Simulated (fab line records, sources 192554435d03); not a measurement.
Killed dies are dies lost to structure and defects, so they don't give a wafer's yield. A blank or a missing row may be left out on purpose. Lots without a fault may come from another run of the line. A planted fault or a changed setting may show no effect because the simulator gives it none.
fab line records | flow n5_finfet
record lots=8 wafers=24 last_day=19
route steps=1938 shown GATE_CUT@490 BEOL_M4@1111
lots that met no fault: from a run of the same line without faults
start_h: hours from the record's first day to the start of the lot's first wafer shown | wait_h: hours since the lot's step before | " the same as in the row above | L1.1+2: a row that stands for several wafers | - no value, or no start given | * or withheld: withheld | < > ~ a bound
route shown NAME@n: a module of which the file shows steps, and the number in the route of the first | usual: mean/standard deviation of fault-free wafers | same: alike in all rows | chamber/n: place in a boat | sites: the reading at each site | _std_site: their standard deviation | _edge_site: outer sites' mean less inner sites' | radius_mm: how far each site lies from the wafer's centre | mask NAME#n: copy n | behind: the tool/chamber that last shaped the wafer | hold: why the lot was held/for how many hours/how that ended | device: the transistor (n, p or np) that didn't switch | end of line: the same wafers' tests at the end of the route | a step without rows: its recipe alone | killed: dies lost to structure and defects at the first sort, not the wafer's yield | map: a wafer's dies, x killed, . not, _ none there
set.NAME: the setting as run; set.NAME@STEP: as run at that earlier step | model.NAME: the simulator's own value behind a step, which no gauge read
steps of the route over a sample of lots; a table a step, a row a wafer
services: from which hour (start_h, from the record's first day; less than 0 if before it) a tool's chamber was out of use, for how many hours, and why
## steps
# step N5_GATE_CUT_DESCUM_18
# recipe chemistry=O2 time_s=7 source_power_w=50 bias_power_w=20 pressure_mtorr=20 rf_frequency_hz=2.712e+07 temp_c=40 resist=CAR-EUV o2_flow_sccm=225
# usual chamber_pressure_mTorr=19.998/0.018 drypump_motor_current_A=5.5/0.34 o2_flow_sccm=225.0/0.65 oes_product_au=0.75/0.077 rf_vpp_V=242.5/1.3 showerhead_plenum_p_Torr=2.06/0.064 throttle_valve_pct=20.46/0.24
# same time_s=7
# columns lot.wafer tool chamber start_h wait_h chamber_pressure_mTorr drypump_motor_current_A o2_flow_sccm oes_product_au rf_hours_counter_h rf_vpp_V showerhead_plenum_p_Torr throttle_valve_pct
L369.1 rie_diel-06 3 96.37 0.1 20.028 5.3 225.2 0.76 143 242.4 2.03 20.88
L369.4 " 1 " " 20.026 5.6 224.9 0.75 - 241.3 2.00 20.28
L369.6 " 3 " " 19.983 5.3 224.8 0.75 - 242.7 2.03 20.90
L373.2 rie_diel-02 0 106.41 0.0 20.001 5.4 225.8 0.72 226 244.1 2.14 20.51
L373.3 " 1 " " 19.997 6.0 225.5 0.74 157 242.8 1.99 20.03
L373.6 " 1 " " 20.021 6.1 225.2 0.74 - 242.8 1.99 20.02
L376.1 rie_diel-06 0 126.99 0.1 20.025 4.9 224.6 0.93 9 242.6 2.07 20.26
L376.2 " 1 " " 19.960 5.7 224.7 0.75 183 240.9 2.00 20.32
L376.6 " 2 " " 20.010 5.2 225.6 0.72 - 243.9 2.17 20.47
L381.2 rie_diel-06 2 160.23 0.0 19.988 5.2 224.7 0.71 212 243.7 2.17 20.51
L381.4 " 0 " " 20.012 4.9 225.8 0.89 23 241.5 2.06 20.27
L381.5 " 0 " " 19.977 4.9 225.9 0.88 - 242.6 2.06 20.26
L384.2 rie_diel-02 3 180.44 0.1 20.030 5.7 225.6 0.72 220 243.5 2.07 20.71
L384.3 " 1 " " 19.990 6.0 224.8 0.72 181 240.8 1.98 20.06
L384.5 " 3 " " 20.010 5.7 225.4 0.71 - 241.7 2.07 20.71
L388.2 rie_diel-04 2 202.27 0.1 20.018 5.3 226.5 0.71 169 244.6 2.19 20.56
L388.4 " 3 " " 20.013 5.7 224.9 0.67 235 243.6 2.06 20.62
L388.6 " 2 " " 19.988 5.2 226.0 0.72 - 243.2 2.19 20.58
L391.2 rie_diel-06 0 218.55 0.0 20.019 4.9 224.5 0.87 35 243.5 2.06 20.29
L391.5 " 2 " " 19.995 5.2 225.4 0.72 - 245.1 2.17 20.51
L391.6 " 3 " " 19.993 5.4 224.9 0.74 - 241.1 2.02 20.96
L392.1 rie_diel-02 2 222.59 0.0 19.997 5.5 224.2 0.69 247 242.9 2.05 20.32
L392.5 " 3 " " 19.999 5.7 226.6 0.71 - 241.8 2.06 20.72
L392.6 " 2 " " 20.008 5.5 225.0 0.69 - 242.5 2.05 20.32
# step N5_GATE_CUT_HM_OPEN_40
# recipe chemistry=C4F6/O2 target=SiO2 mask_material=SiARC target_depth_a=1390 time_s=85.1 ion_energy_ev=250 pressure_mtorr=30 source_w=345 bias_w=185 Ar_flow_sccm=300 C4F6_flow_sccm=10 O2_flow_sccm=10 ends=cleared
# usual chamber_pressure_mTorr=29.998/0.027 drypump_motor_current_A=5.5/0.34 etch_rf_on_time_s=93.3/2.6 oes_product_au=0.68/0.067 rf_vpp_V=668/15 showerhead_plenum_p_Torr=2.81/0.08 throttle_valve_pct=20.95/0.21
# columns lot.wafer tool chamber start_h wait_h chamber_pressure_mTorr drypump_motor_current_A etch_rf_on_time_s oes_product_au rf_hours_counter_h rf_vpp_V showerhead_plenum_p_Torr throttle_valve_pct
L369.1 rie_diel-06 3 96.54 0.0 29.970 5.4 90.2 0.69 143 673 2.74 21.26
L369.4 " 1 " " 29.942 5.6 90.3 0.69 - 669 2.75 20.96
L369.6 " 3 " " 30.040 5.4 90.8 0.69 - 674 2.74 21.26
L373.2 rie_diel-02 0 106.58 0.0 30.000 5.4 93.3 0.64 226 675 2.92 21.08
L373.3 " 1 " " 30.051 6.0 96.1 0.66 157 665 2.72 20.55
L373.6 " 1 " " 29.967 6.0 94.2 0.66 - 665 2.72 20.56
L376.1 rie_diel-06 0 127.15 0.0 29.956 4.9 91.8 0.82 9 679 2.80 20.65
L376.2 " 1 " " 30.020 5.7 89.8 0.68 183 669 2.75 20.97
L376.6 " 2 " " 30.025 5.2 92.5 0.66 - 678 2.94 20.96
L381.2 rie_diel-06 2 160.40 0.0 29.994 5.2 94.0 0.64 212 678 2.93 20.97
L381.4 " 0 " " 30.007 4.9 93.8 0.80 23 679 2.79 20.67
L381.5 " 0 " " 30.015 4.9 95.2 0.79 - 679 2.79 20.66
L384.2 rie_diel-02 3 180.60 0.0 30.008 5.7 93.0 0.64 220 644 2.79 21.08
L384.3 " 1 " " 29.979 6.0 95.9 0.63 181 666 2.71 20.59
L384.5 " 3 " " 29.991 5.7 94.6 0.63 - 644 2.79 21.09
L388.2 rie_diel-04 2 202.44 0.0 30.013 5.3 96.1 0.66 169 677 2.97 21.11
L388.4 " 3 " " 30.017 5.6 92.9 0.61 235 652 2.78 20.99
L388.6 " 2 " " 29.980 5.3 98.5 0.66 - 678 2.97 21.11
L391.2 rie_diel-06 0 218.71 0.0 29.990 4.9 92.0 0.78 35 679 2.79 20.70
L391.5 " 2 " " 30.024 5.2 94.1 0.63 - 677 2.93 20.98
L391.6 " 3 " " 29.992 5.4 94.6 0.65 - 671 2.73 21.30
L392.1 rie_diel-02 2 222.75 0.0 30.000 5.5 94.2 0.63 247 693 2.81 20.90
L392.5 " 3 " " 30.026 5.7 94.0 0.64 - 641 2.78 21.10
L392.6 " 2 " " 29.995 5.5 95.6 0.63 - 692 2.81 20.90
# step N5_GATE_CUT_STRIP_42
# recipe chemistry=O2 power_w=400 temp_c=40 pressure_mtorr=30 rf_frequency_hz=6e+07 bias_power_w=0 overash_fraction=0.3 o2_flow_sccm=225
# usual chamber_pressure_mTorr=29.998/0.026 drypump_motor_current_A=5.5/0.34 o2_flow_sccm=225.0/0.68 oes_product_au=0.75/0.076 rf_vpp_V=3.7/0.52 showerhead_plenum_p_Torr=2.07/0.064 throttle_valve_pct=16.72/0.23
# columns lot.wafer tool chamber start_h wait_h chamber_pressure_mTorr drypump_motor_current_A o2_flow_sccm oes_product_au rf_hours_counter_h rf_vpp_V showerhead_plenum_p_Torr throttle_valve_pct
L369.1 rie_diel-06 3 96.62 0.0 30.005 5.3 223.8 0.76 143 3.7 2.03 17.06
L369.4 " 1 " " 29.954 5.7 225.5 0.75 - 4.1 2.00 16.55
L369.6 " 3 " " 30.057 5.3 224.7 0.76 - 2.6 2.03 17.08
L373.2 rie_diel-02 0 106.66 0.0 29.978 5.4 224.5 0.72 226 3.5 2.15 16.83
L373.3 " 1 " " 30.039 6.0 225.0 0.73 157 3.5 1.99 16.31
L373.6 " 1 " " 30.035 6.0 225.2 0.74 - 4.6 1.99 16.31
L376.1 rie_diel-06 0 127.24 0.0 29.982 4.9 225.0 0.92 9 3.3 2.07 16.43
L376.2 " 1 " " 29.974 5.6 225.9 0.75 183 4.2 2.00 16.58
L376.6 " 2 " " 29.966 5.2 224.7 0.72 - 4.3 2.18 16.75
L381.2 rie_diel-06 2 160.48 0.0 29.985 5.2 223.9 0.71 212 4.3 2.17 16.79
L381.4 " 0 " " 30.004 4.9 225.1 0.90 23 3.3 2.07 16.45
L381.5 " 0 " " 29.963 4.9 225.3 0.88 - 3.8 2.07 16.46
L384.2 rie_diel-02 3 180.68 0.0 30.008 5.7 225.0 0.72 220 3.4 2.07 16.97
L384.3 " 1 " " 30.025 6.0 225.0 0.72 181 3.7 1.99 16.36
L384.5 " 3 " " 29.970 5.7 223.7 0.71 - 2.5 2.07 16.97
L388.2 rie_diel-04 2 202.52 0.0 29.961 5.3 225.2 0.72 169 4.2 2.19 16.83
L388.4 " 3 " " 30.000 5.7 225.2 0.66 235 3.0 2.06 16.88
L388.6 " 2 " " 30.030 5.2 226.0 0.72 - 3.9 2.19 16.83
L391.2 rie_diel-06 0 218.80 0.0 30.006 4.9 225.3 0.87 35 3.1 2.06 16.47
L391.5 " 2 " " 30.033 5.2 225.5 0.71 - 3.5 2.17 16.80
L391.6 " 3 " " 29.970 5.3 224.7 0.73 - 3.8 2.02 17.13
L392.1 rie_diel-02 2 222.84 0.0 30.004 5.5 224.0 0.69 247 3.5 2.06 16.64
L392.5 " 3 " " 30.025 5.7 224.0 0.70 - 3.1 2.07 16.98
L392.6 " 2 " " 29.997 5.5 224.6 0.69 - 2.8 2.06 16.64
# step N5_GATE_CUT_CUT_ETCH_53
# recipe chemistry=SF6/Cl2 target=W mask_material=SiO2 target_depth_a=792 pressure_mtorr=8 icp_w=900 bias_w=80 SF6_flow_sccm=40 Cl2_flow_sccm=60 ends=cleared
# usual chamber_pressure_mTorr=8.000/0.0083 drypump_motor_current_A=5.9/0.31 etch_rf_on_time_s=26.2/0.44 oes_product_au=0.71/0.067 throttle_valve_pct=29.0/0.35
# columns lot.wafer tool chamber start_h wait_h chamber_pressure_mTorr drypump_motor_current_A etch_rf_on_time_s oes_product_au rf_hours_counter_h throttle_valve_pct
L369.1 rie_metal-01 1 96.77 0.1 8.007 6.1 25.9 0.71 32 29.5
L369.4 " 1 " " 8.013 6.1 26.0 0.72 - 29.5
L369.6 " 1 " " 7.994 6.0 26.2 0.71 - 29.5
L373.2 rie_metal-01 1 106.81 0.1 8.000 6.0 26.1 0.71 33 29.5
L373.3 " 0 " " 7.986 5.9 26.8 0.70 - 28.8
L373.6 " 0 " " 8.002 5.9 27.1 0.70 - 28.7
L376.1 rie_metal-01 1 127.38 0.1 8.010 6.0 25.8 0.71 34 29.6
L376.2 " 0 " " 8.007 5.9 26.6 0.71 36 28.8
L376.6 " 1 " " 7.990 6.1 25.9 0.71 - 29.5
L381.2 rie_metal-03 1 160.62 0.1 8.006 6.0 20.1 0.68 110 28.8
L381.4 " 0 " " 7.994 6.3 19.6 0.92 - 28.9
L381.5 " 0 " " 7.982 6.3 26.1 0.78 - 28.9
L384.2 rie_metal-03 1 180.83 0.1 8.002 6.0 20.0 0.67 113 28.8
L384.3 " 1 " " 7.989 6.0 26.5 0.56 - 28.8
L384.5 " 0 " " 7.987 6.2 26.1 0.76 - 28.9
L388.2 rie_metal-01 0 202.67 0.1 8.007 5.8 26.6 0.69 43 28.8
L388.4 " 1 " " 8.003 6.1 25.7 0.69 - 29.5
L388.6 " 0 " " 8.003 5.9 26.7 0.68 - 28.8
L391.2 rie_metal-01 1 218.94 0.1 7.998 6.0 25.7 0.69 42 29.5
L391.5 " 1 " " 7.998 6.0 25.9 0.68 - 29.5
L391.6 " 0 " " 8.004 5.9 26.6 0.69 - 28.8
L392.1 rie_metal-01 0 222.98 0.1 8.001 5.9 26.6 0.68 45 28.8
L392.5 " 1 " " 8.005 6.0 25.8 0.69 - 29.6
L392.6 " 0 " " 8.006 5.9 26.5 0.68 - 28.8
# step N5_BEOL_M4_RC_MEAS_101
# usual DIBL_N=36.0/1.7 DIBL_P=36.2/1.9 IOFF_N=0.154/0.028 IOFF_P=0.21/0.036 ION_N=675/11 ION_P=463/8.3 SS_N=71.4/0.63 SS_P=73.2/0.55 VT_N=250.2/3 VT_P=-251/3.7
# columns lot.wafer tool chamber start_h wait_h DIBL_N[mV/V] DIBL_P[mV/V] IOFF_N[nA/um] IOFF_P[nA/um] ION_N[uA/um] ION_P[uA/um] SS_N[mV/dec] SS_P[mV/dec] VT_N[mV] VT_P[mV]
L369.1 prober-02 0 192.80 0.0 37.5 37.4 0.178 0.29 673 469 71.7 73.6 248.0 -242
L369.4 " 0 " " 34.2 33.4 0.133 0.23 672 475 70.0 73.3 251.1 -245
L369.6 " 0 " " 36.4 35.8 0.157 0.26 666 468 71.2 73.5 253.0 -243
L373.2 prober-02 0 239.69 0.2 37.7 38.6 0.180 0.23 685 477 71.5 73.7 249.5 -247
L373.3 " 0 " " 38.0 38.8 0.185 0.23 679 467 72.4 73.4 246.9 -248
L373.6 " 0 " " 34.4 34.9 0.128 0.17 671 462 71.1 72.3 252.7 -250
L376.1 prober-01 0 269.35 0.0 36.9 37.4 0.154 0.20 673 455 71.7 73.4 252.1 -252
L376.2 " 0 " " 35.5 35.5 0.126 0.18 660 455 72.1 72.6 252.8 -252
L376.6 " 0 " " 36.7 36.4 0.142 0.18 670 455 71.4 73.1 250.3 -254
L381.2 prober-02 0 300.37 0.2 35.6 36.0 0.124 0.18 651 450 71.6 72.4 252.7 -252
L381.4 " 0 " " 37.3 38.0 0.157 0.21 668 456 72.5 72.9 251.6 -251
L381.5 " 0 " " 38.7 38.1 0.185 0.22 668 457 72.8 73.2 248.1 -249
L384.2 prober-02 0 310.04 0.2 35.8 34.7 0.133 0.21 668 463 70.8 73.0 252.7 -247
L384.3 " 0 " " 36.9 37.0 0.160 0.25 669 465 71.2 73.9 245.8 -246
L384.5 " 0 " " 35.5 34.6 0.142 0.22 665 466 70.7 72.5 247.8 -248
L388.2 prober-01 0 340.00 0.2 35.2 32.4 0.128 0.17 662 459 70.8 72.1 256.1 -253
L388.4 " 0 " " 33.8 32.5 0.107 0.17 669 462 70.2 72.8 258.0 -255
L388.6 " 0 " " 36.6 35.7 0.150 0.22 673 466 71.1 72.9 251.3 -248
L391.2 prober-01 0 344.31 0.2 36.7 35.6 0.158 0.24 666 465 71.5 73.4 252.7 -247
L391.5 " 0 " " 37.2 37.2 0.174 0.26 677 471 71.2 73.7 247.7 -243
L391.6 " 0 " " 36.0 34.8 0.164 0.23 686 477 71.5 73.0 248.4 -247
L392.1 prober-02 0 347.04 0.0 36.1 36.9 0.145 0.21 660 455 71.4 73.0 253.2 -253
L392.5 " 0 " " 35.9 34.8 0.148 0.19 662 456 71.4 72.7 252.0 -252
L392.6 " 0 " " 37.9 39.6 0.192 0.25 697 471 72.3 73.9 247.7 -249
## services
# columns tool chamber start_h hours kind
rie_diel-06 0 79.63 - clean
rie_diel-06 0 79.63 - consumable_replace:focus_ring
rie_diel-06 0 79.63 16.9 scheduled_down
rie_diel-06 0 79.63 16.9 vent_cycle
rie_metal-03 - 83.56 1.7 repair
rie_diel-04 0 87.25 - clean
rie_diel-04 0 87.25 - consumable_replace:focus_ring
rie_diel-04 0 87.25 21.7 scheduled_down
rie_diel-04 0 87.25 21.7 vent_cycle
rie_metal-03 - 99.25 2.8 pm
rie_diel-06 0 104.78 5.5 repair
rie_diel-04 - 116.06 28.1 pm
rie_diel-02 1 154.13 5.4 repair
rie_diel-02 0 165.92 - clean
rie_diel-02 0 165.92 - consumable_replace:focus_ring
rie_diel-02 0 165.92 16.7 scheduled_down
rie_diel-02 0 165.92 16.7 vent_cycle
rie_diel-04 3 167.41 8.7 repair
rie_diel-02 - 179.40 1.0 repair
rie_diel-06 2 189.08 10.0 repair
rie_diel-06 - 200.13 14.6 pm
## key
first_sign step=N5_GATE_CUT_CUT_ETCH_53 reading=etch_rf_on_time_s direction=down sigmas=14 usual=* struck=*
effect none on later readings
met_at N5_GATE_CUT_CUT_ETCH_53
struck_lots L381,L384
struck_wafers L381.2,L381.4,L384.2
not_acting_at N5_GATE_CUT_DESCUM_18,N5_GATE_CUT_HM_OPEN_40,N5_GATE_CUT_STRIP_42
fault kind=process_parameter_drift tool=rie_metal-03 chamber=- onset_h=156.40 steps=N5_GATE_CUT_CUT_ETCH_53 channel=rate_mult offset=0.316 shape=step end_h=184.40 scope=struck_wafers_only
